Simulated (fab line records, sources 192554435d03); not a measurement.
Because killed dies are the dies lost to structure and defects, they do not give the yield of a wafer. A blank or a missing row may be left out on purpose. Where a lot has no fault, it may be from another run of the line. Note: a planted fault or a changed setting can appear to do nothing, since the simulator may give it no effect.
Chamber matching    flow n5-finfet    N5_BEOL_M6_CURE_74 on uv-cure-03: 3 sister chambers
The step cures SiCOH lowk, time 240 s. 27 wafers are shown with their chamber, then 12 later ones without.

## WAFERS PAIRED WITH THEIR CHAMBERS
wafer   chamber  wafer_temp_C_max  lamp-power-pct (%)
L074.4  0        387.4             52.32
L074.5  0        387.6             52.27
L074.6  0        387.2             52.35
L076.1  1        386.7             52.31
L076.2  1        387.1             52.30
L076.5  1        387.0             52.24
L079.1  1        387.3             52.33
L079.2  1        387.2             52.32
L079.6  1        386.9             52.43
L077.1  2        386.4             52.38
L077.3  2        385.9             52.26
L077.5  2        386.5             52.44
L078.2  2        386.7             52.33
L078.4  2        386.7             52.21
L078.5  2        386.4             52.29
L082.2  0        387.1             52.27
L082.3  0        386.5             52.29
L082.5  0        386.6             52.33
L083.1  1        386.4             52.27
L083.5  1        386.8             52.29
L083.6  1        387.5             52.32
L084.1  2        386.4             52.37
L084.3  2        386.0             52.34
L084.6  2        386.0             52.35
L086.3  1        386.5             52.34
L086.4  1        387.4             52.40
L086.5  1        387.4             52.40

SIGNATURES (averages over the wafers above)
reading           chamber 0  chamber 1  chamber 2  scatter within a chamber
wafer_temp_C_max  387.067    387.017    386.333    0.361
lamp-power-pct    52.3050    52.3292    52.3300    0.057
Rule: for a wafer and a chamber, the distance is found by dividing, reading by reading, the gap between the wafer's reading and the chamber's mean by the reading's scatter, squaring, summing and taking the root. The wafer belongs to the nearest chamber; if the next one is less than 2 further off, it can't be placed. The scatter is the square root of a quotient: the sum, over the shown wafers, of each reading's squared deviation from its chamber's mean, divided by wafers minus chambers.

## WAFERS MISSING THEIR CHAMBER
wafer   wafer_temp_C_max  lamp-power-pct (%)
L089.1  386.8             52.32
L089.3  387.2             52.31
L089.4  387.0             52.34
L090.2  387.2             52.25
L090.3  386.1             52.42
L090.4  386.0             52.31
L088.1  386.7             52.27
L088.2  386.5             52.35
L088.5  386.3             52.34
L091.3  387.2             52.31
L091.5  387.1             52.31
L091.6  386.8             52.30

## CHAMBER TAKEN BY EACH
wafer   from the rows above           in truth
L089.1  can't be placed: 1 or 0 or 2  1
L089.3  can't be placed: 0 or 1       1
L089.4  can't be placed: 1 or 0 or 2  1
L090.2  can't be placed: 0 or 1 or 2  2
L090.3  can't be placed: 2 or 1 or 0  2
L090.4  can't be placed: 2 or 1 or 0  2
L088.1  can't be placed: 0 or 1 or 2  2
L088.2  can't be placed: 2 or 1 or 0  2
L088.5  can't be placed: 2 or 1       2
L091.3  can't be placed: 0 or 1       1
L091.5  can't be placed: 0 or 1       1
L091.6  can't be placed: 0 or 1 or 2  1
0 of 12 placed correctly. From these rows, 12 cannot be placed; in 12 the true chamber is one of the candidates. Number placed wrongly: 0.
